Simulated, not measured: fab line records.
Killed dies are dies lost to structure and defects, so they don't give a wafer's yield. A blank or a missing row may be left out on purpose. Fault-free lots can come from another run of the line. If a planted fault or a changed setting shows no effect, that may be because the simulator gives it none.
Matching of chambers	flow nand_harc	NHARC_A_CHANNEL_FILL_D1_ALD_25 on ald_hk-03: 4 sister chambers
The step deposits SiOx, target thk 60 nm, pulse time 10 s, ald cycles 600. 4 wafers are shown with their chamber, then 7 later ones without.

## WAFERS, EACH WITH ITS CHAMBER
wafer	chamber	heater_power_w (W)
L080.6	2	435
L084.1	0	460
L087.4	3	542
L087.5	1	518

## WAFERS WHOSE CHAMBER IS MISSING
wafer	heater_power_w (W)
L087.6	440
L089.4	538
L089.2	445
L089.6	538
L095.3	535
L095.4	510
L095.5	449

## THE CHAMBER EACH PASSED THROUGH
wafer	from the rows above	in truth
L087.6	2	2
L089.4	3	3
L089.2	can't be placed: 2 or 0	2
L089.6	3	3
L095.3	can't be placed: 3 or 1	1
L095.4	1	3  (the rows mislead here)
L095.5	can't be placed: 0 or 2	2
Correctly placed: 3 of 7. Unplaceable from these rows: 3, with the true chamber sitting among the candidates in 3. Wrongly placed: 1.
How it was worked out, from the rows above alone: a wafer's distance from a chamber is the root of the sum, over the readings, of the square of ((its reading less the chamber's mean) divided by the reading's scatter). The wafer belongs to the nearest chamber; if the next one is less than 2 further off, it can't be placed. A chamber's mean is the mean of its shown wafers. The scatter: root of mean squared gap, hidden wafer to nearest shown wafer, with one shown wafer a chamber.
